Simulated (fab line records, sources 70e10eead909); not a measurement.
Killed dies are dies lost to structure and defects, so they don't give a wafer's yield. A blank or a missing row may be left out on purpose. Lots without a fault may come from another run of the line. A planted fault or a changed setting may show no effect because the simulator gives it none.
Which tool did it? | flow nand_harc | 12 lots, 36 wafers sampled, at 5 steps of a route of 1302

WHAT THE GAUGES READ, wafer by wafer
NHARC_END_SORT_01. Usual: killed_at_array 53, standard deviation 18; killed_at_other 1.0, standard deviation 1.2; killed_at_periphery 3.6, standard deviation 2.4; killed_dies 58, standard deviation 18; killed_open 3.4, standard deviation 1.8; killed_short 2.3, standard deviation 1.5.
lot  | measured     | on        | killed_at_array | killed_at_other | killed_at_periphery | killed_dies | killed_open | killed_short | flag
L950 | day 27 20:40 | prober-02 | 675 673 671     | 0 1 1           | 2 3 5               | 677 677 677 | 5 3 6       | 5 1 6        | OFF
L951 | day 28 04:25 | prober-02 | 669 665 671     | 1 0 0           | 7 12 6              | 677 677 677 | 4 4 3       | 3 1 0        | OFF

WHICH TOOL RAN EACH LOT (tool, then ch and the chambers of the sampled wafers, then the start)
lot  | NHARC_P_M2_DEP_33               | NHARC_A_ONON_D1_DEP_22           | NHARC_A_CHANNEL_HOLE_D1_ETCH_38    | NHARC_A_CHANNEL_HOLE_D1_ETCH_16
L942 | pecvd-04 ch 0,1,2, day 6 12:20  | pecvd_onon-03 ch 0, day 8 05:47  | rie_diel-07 ch 0,2,3, day 8 11:12  | rie_diel-07 ch 0,1,2, no start
L943 | pecvd-04 ch 1,2, day 6 22:05    | pecvd_onon-03 ch 0, day 8 13:35  | rie_diel-07 ch 0,1, day 8 18:59    | rie_diel-07 ch 0,1,2, no start
L945 | pecvd-04 ch 0,2, day 7 13:08    | pecvd_onon-01 ch 0, day 9 04:08  | rie_diel-13 ch 1,3, day 9 16:05    | rie_diel-13 ch 0,3, no start
L948 | pecvd-04 ch 0,1,2, day 9 02:33  | pecvd_onon-04 ch 0, day 10 18:31 | rie_diel-07 ch 0,1,3, day 11 00:37 | rie_diel-07 ch 0,1,3, no start
L950 | pecvd-01 ch 0,1, day 9 19:35    | pecvd_onon-03, day 11 11:23      | -                                  | -
L951 | pecvd-03 ch 0,1,2, day 10 03:25 | pecvd_onon-03, day 11 22:38      | -                                  | -
L953 | pecvd-04 ch 0,1, day 11 03:53   | pecvd_onon-01 ch 0, day 12 19:02 | rie_diel-07 ch 0,3, day 13 00:04   | rie_diel-07 ch 0,1, no start
L959 | pecvd-04 ch 0,1,2, day 13 18:05 | pecvd_onon-03 ch 0, day 15 09:08 | rie_diel-07 ch 0,1,2, day 15 15:13 | rie_diel-07 ch 0,2,3, no start
L960 | pecvd-04 ch 0,1, day 13 19:47   | pecvd_onon-04 ch 0, day 15 09:06 | rie_diel-07 ch 0,2,3, day 15 14:57 | rie_diel-07 ch 0,2, no start
L963 | pecvd-03 ch 1,2, day 15 01:38   | pecvd_onon-03 ch 0, day 16 17:01 | rie_diel-07 ch 0,3, day 17 02:11   | rie_diel-07 ch 0,1,2, no start
L964 | pecvd-04 ch 1,2, day 15 14:33   | pecvd_onon-01 ch 0, day 17 06:59 | rie_diel-07 ch 0,1,2, day 17 12:11 | rie_diel-07 ch 0,2, no start
L965 | pecvd-04 ch 0,2, day 16 10:50   | pecvd_onon-01 ch 0, day 18 03:24 | rie_diel-07 ch 0,1,2, day 18 08:44 | rie_diel-07 ch 0,2,3, no start
- NHARC_P_M2_DEP_33: deposits SiCN, target thk 30 nm.
- NHARC_A_ONON_D1_DEP_22: target thk 1000 nm.
- NHARC_A_CHANNEL_HOLE_D1_ETCH_38: etches the open film in CF4, target depth 39 nm, time 65 s.
- NHARC_A_CHANNEL_HOLE_D1_ETCH_16: etches the open film in O2/COS, target depth 3100 nm, time 806 s.

WHAT THE TOOLS THEMSELVES READ (means of the sampled wafers that have a number; where no wafer has one, the mark that the record gives instead)
NHARC_P_M2_DEP_33. Usual: chamber_pressure_Torr 3.000 Torr, standard deviation 0.0068; heater_power_outer_w 318 W, standard deviation 51; heater_power_w 572 W, standard deviation 87.
lot  | tool     | chamber_pressure_Torr (Torr) | heater_power_outer_w (W) | heater_power_w (W) | flag
L942 | pecvd-04 | 2.999                        | 305                      | 552                |
L943 | pecvd-04 | 2.998                        | 329                      | 598                |
L945 | pecvd-04 | 3.003                        | 295                      | 551                |
L948 | pecvd-04 | 3.000                        | 291                      | 538                |
L950 | pecvd-01 | 2.999                        | 317                      | 537                |
L951 | pecvd-03 | 2.994                        | 295                      | 538                |
L953 | pecvd-04 | 2.992                        | 303                      | 523                |
L959 | pecvd-04 | 2.996                        | 323                      | 582                |
L960 | pecvd-04 | 2.994                        | 354                      | 601                |
L963 | pecvd-03 | 3.001                        | 322                      | 586                |
L964 | pecvd-04 | 3.001                        | 302                      | 553                |
L965 | pecvd-04 | 2.997                        | 296                      | 532                |

NHARC_A_ONON_D1_DEP_22. Usual: n2_flow_sccm 2750 sccm, standard deviation 8.5; n2o_flow_sccm 2001 sccm, standard deviation 5.7.
lot  | tool          | n2_flow_sccm (sccm) | n2o_flow_sccm (sccm) | flag
L942 | pecvd_onon-03 | 2745                | 1999                 |
L943 | pecvd_onon-03 | 2756                | 2009                 |
L945 | pecvd_onon-01 | 2748                | 2002                 |
L948 | pecvd_onon-04 | 2739                | 2000                 |
L950 | pecvd_onon-03 | -                   | -                    | OFF
L951 | pecvd_onon-03 | -                   | -                    | OFF
L953 | pecvd_onon-01 | 2750                | 1997                 |
L959 | pecvd_onon-03 | 2745                | 1996                 |
L960 | pecvd_onon-04 | 2746                | 1998                 |
L963 | pecvd_onon-03 | 2757                | 1994                 |
L964 | pecvd_onon-01 | 2749                | 2004                 |
L965 | pecvd_onon-01 | 2748                | 2001                 |

NHARC_A_CHANNEL_HOLE_D1_ETCH_38. Usual: drypump_motor_current_A 5.8 A, standard deviation 0.45; mfc_ar_sccm 0.0006 sccm, standard deviation 0.0014; oes_product_au 1.001 a.u., standard deviation 0.01; rf_vpp_V 151.1 V, standard deviation 1.2; showerhead_plenum_p_Torr 1.75 Torr, standard deviation 0.077; throttle_valve_pct 13.283 %, standard deviation 0.01.
lot  | tool        | drypump_motor_current_A (A) | mfc_ar_sccm (sccm) | oes_product_au (a.u.) | rf_vpp_V (V) | showerhead_plenum_p_Torr (Torr) | throttle_valve_pct (%) | flag
L942 | rie_diel-07 | 6.0                         | 0.0000             | 0.991                 | 151.2        | 1.77                            | 13.286                 |
L943 | rie_diel-07 | 5.7                         | 0.0003             | 0.994                 | 150.3        | 1.71                            | 13.278                 |
L945 | rie_diel-13 | 6.0                         | 0.0021             | 1.007                 | 150.6        | 1.73                            | 13.288                 |
L948 | rie_diel-07 | 5.9                         | 0.0003             | 0.994                 | 151.0        | 1.77                            | 13.284                 |
L953 | rie_diel-07 | 6.3                         | 0.0000             | 0.993                 | 151.8        | 1.82                            | 13.266                 |
L959 | rie_diel-07 | 5.6                         | 0.0003             | 1.001                 | 150.7        | 1.70                            | 13.281                 |
L960 | rie_diel-07 | 6.0                         | 0.0000             | 0.997                 | 150.9        | 1.77                            | 13.276                 |
L963 | rie_diel-07 | 6.3                         | 0.0000             | 1.017                 | 151.6        | 1.82                            | 13.282                 |
L964 | rie_diel-07 | 5.6                         | 0.0003             | 1.004                 | 150.4        | 1.70                            | 13.279                 |
L965 | rie_diel-07 | 5.6                         | 0.0003             | 0.999                 | 151.0        | 1.70                            | 13.285                 |

NHARC_A_CHANNEL_HOLE_D1_ETCH_16. Usual: drypump_motor_current_A 5.8 A, standard deviation 0.45; mfc_ar_sccm 0.0006 sccm, standard deviation 0.0013; oes_product_au 1.001 a.u., standard deviation 0.011; rf_vpp_V 313.6 V, standard deviation 2; showerhead_plenum_p_Torr 3.09 Torr, standard deviation 0.14; throttle_valve_pct 28.332 %, standard deviation 0.0089.
lot  | tool        | drypump_motor_current_A (A) | mfc_ar_sccm (sccm) | oes_product_au (a.u.) | rf_vpp_V (V) | showerhead_plenum_p_Torr (Torr) | throttle_valve_pct (%) | flag
L942 | rie_diel-07 | 5.6                         | 0.0003             | 1.000                 | 313.0        | 3.02                            | 28.340                 |
L943 | rie_diel-07 | 5.6                         | 0.0003             | 0.987                 | 312.3        | 3.02                            | 28.335                 |
L945 | rie_diel-13 | 5.7                         | 0.0048             | 0.996                 | 315.9        | 3.22                            | 28.330                 | OFF
L948 | rie_diel-07 | 5.9                         | 0.0003             | 1.001                 | 314.1        | 3.12                            | 28.337                 |
L953 | rie_diel-07 | 5.8                         | 0.0003             | 0.999                 | 312.5        | 3.01                            | 28.338                 |
L959 | rie_diel-07 | 6.0                         | 0.0000             | 1.002                 | 314.1        | 3.12                            | 28.332                 |
L960 | rie_diel-07 | 5.7                         | 0.0000             | 1.004                 | 312.5        | 3.02                            | 28.321                 |
L963 | rie_diel-07 | 5.6                         | 0.0003             | 1.010                 | 313.1        | 3.01                            | 28.331                 |
L964 | rie_diel-07 | 5.9                         | 0.0000             | 1.001                 | 313.2        | 3.01                            | 28.330                 |
L965 | rie_diel-07 | 6.0                         | 0.0000             | 1.004                 | 314.6        | 3.12                            | 28.330                 |

THE ANSWER, worked out from the rows above alone
Rule: a lot is off if the mean of its wafers that have a number lies more than 3 standard deviations from the usual mean. A lot without any number at a reading at which 4 lots or more have one is off too. The other lots that the step has rows for count as sound. The gauges are gone through in route order, then the tools' own readings, and for those a lot's mean is taken as printed above. The first step at which some lot is off is used, and at that step the reading that is off furthest; a lot without a number counts as furthest.
Off: L950, L951, at NHARC_END_SORT_01 (killed_at_array). Neither off nor sound, because the step has no rows for them: L942, L943, L945, L948, L953, L959, L960, L963, L964, L965.
A tool fits if, at a process step before that reading, it ran every lot that is off, and no sound lot after the first of them. The gauges at NHARC_END_SORT_01 aren't tried: what is off there is off at NHARC_A_ONON_D1_DEP_22 too, on other tools, and a gauge's error can't cause that. One fits: pecvd_onon-03 at NHARC_A_ONON_D1_DEP_22. It ran no sound lot before its first lot that is off in this sample, so the start can't be narrowed down.

WHAT THE SIMULATOR HAD PUT IN
Skipped step whole: pecvd_onon-03, from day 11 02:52 on, at NHARC_A_ONON_D1_DEP_22. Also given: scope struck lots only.
Lots struck among those shown: L950, L951. The rule above found the same.
